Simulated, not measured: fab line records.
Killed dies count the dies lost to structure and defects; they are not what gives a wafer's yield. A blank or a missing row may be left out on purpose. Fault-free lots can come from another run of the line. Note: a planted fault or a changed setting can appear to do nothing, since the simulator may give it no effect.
A struck lot beside a sound one -- flow n5 finfet -- 15 out of 1938 route steps
Sound: the wafers L144.1, L144.5, L144.6. Struck: wafer L156.3 (L156.2, L156.4, from the same lot, were not struck and are left out); the cause is given at the end.
At each step with rows: each side's tool, then ch and its chambers, then its first start. Under that, the readings that differ: sound wafers -- struck wafers -- difference of the means -- sigmas: that difference in standard deviations of wafers without a fault.
alike: a reading whose means differ by less than 2 such deviations, as well as words and numbers matching on both sides. not compared: withheld readings; readings where some wafer has no value; bounds like >300 that might hide an equal value; numbers whose values overlap and for which the record gives no deviation.
The two part at a step that has a row with sigmas, a row that says differs or no value, or rows on one side only. Non-overlapping numbers with no deviation appear without sigmas and do not part them. A reading that every wafer of one side lacks parts them only if that side has two wafers or more.

first, 5 steps without rows for these wafers: N5_SD_EPI_P_EBR_05; N5_SD_EPI_P_SOFTBAKE_04 (time 60 s); N5_SD_EPI_P_EXPOSE_06 (exposes mask SD P BLK, target cd 240 nm); N5_SD_EPI_P_PEB_07 (peb time 60 s); N5_SD_EPI_P_DEVELOP_08 (develop time 30 s).
N5_SD_EPI_P_CD_MEAS_09 targets a cd of 240 nm.
  sound on cd sem-02 ch 0, day 3 10:43; struck on cd sem-01 ch 0, day 6 10:42
  alike: cd nm
N5_SD_EPI_P_OVL_MEAS_10:
  sound on overlay-02 ch 0, day 3 10:45; struck on overlay-02 ch 0, day 6 10:44
  alike: SD_P_BLK_OVL
N5_SD_EPI_P_INSPECT_11: inspects for defects (macro).
  struck on defect inspect-01, day 6 10:46; sound on defect inspect-01, day 3 10:46
  alike: raw defect count
N5_SD_EPI_P_DESCUM_14: chemistry O2, time 7.9 s.
  sound on rie diel-03 ch 0,1, day 3 10:49; struck on rie diel-03 ch 1, day 6 10:57
  alike: drypump motor current A, oes product au, rf fwd power W, rf vpp V, showerhead plenum p Torr, throttle valve pct
  not compared: rf hours counter h
N5_SD_EPI_P_ETCH_36: etches SiARC in CF4, target depth 45.5 nm, time 75.8 s.
  sound on rie diel-03 ch 0,1, day 3 10:50; struck on rie diel-03 ch 1, day 6 10:59
  alike: drypump motor current A, etch rf on time s, oes product au, rf fwd power W, rf vpp V, showerhead plenum p Torr, throttle valve pct
  not compared: rf hours counter h
N5_SD_EPI_P_ETCH_37: etches SOC in N2/H2, overetch 108 nm, time 486 s.
  sound on rie diel-03 ch 0,1, day 3 10:54; struck on rie diel-03 ch 1, day 6 11:02
  alike: drypump motor current A, oes product au, rf fwd power W, rf vpp V, showerhead plenum p Torr, throttle valve pct
  not compared: rf hours counter h
then, 1 step without rows for these wafers: N5_SD_EPI_P_STRIP_38 (strips in N2/H2).
N5_SD_EPI_P_ETCHBACK_46: etches SiNx in CH3F/O2, stops on SiO2, target depth 17.5 nm.
  sound on rie diel-03 ch 0,1, day 3 11:13; struck on rie diel-03 ch 1, day 6 11:22
reading,sound,struck,difference,sigmas
over etch frac,0.3 0.3 0.3,0.30952,+0.00952,
  alike: drypump motor current A, oes product au, rf fwd power W, rf vpp V, showerhead plenum p Torr, throttle valve pct
  not compared: rf hours counter h
N5_SD_EPI_P_ETCH_47: etches SiOCN in CH3F/O2, target depth 25 nm.
  sound on rie diel-03 ch 0,1, day 3 11:19; struck on rie diel-03 ch 1, day 6 11:28
  alike: drypump motor current A, oes product au, rf fwd power W, rf vpp V, showerhead plenum p Torr, throttle valve pct
  not compared: rf hours counter h
-- a jump in the record: the struck wafers' starts before and after are 5 days apart (it breaks off in module SD_EPI_P and resumes in module BEOL_M4, where the first step shown is number 1111 of the route) --
N5_BEOL_M4_RC_MEAS_101:
  sound on prober-01 ch 0, day 7 18:50; struck on prober-02 ch 0, day 11 06:29
  alike: DIBL_N, DIBL_P, IOFF_N, IOFF_P, ION_N, ION_P, SS_N, SS_P, VT_N, VT_P

## WHERE THEY PART
Nowhere in this record.

WHY: whatever the simulator had introduced
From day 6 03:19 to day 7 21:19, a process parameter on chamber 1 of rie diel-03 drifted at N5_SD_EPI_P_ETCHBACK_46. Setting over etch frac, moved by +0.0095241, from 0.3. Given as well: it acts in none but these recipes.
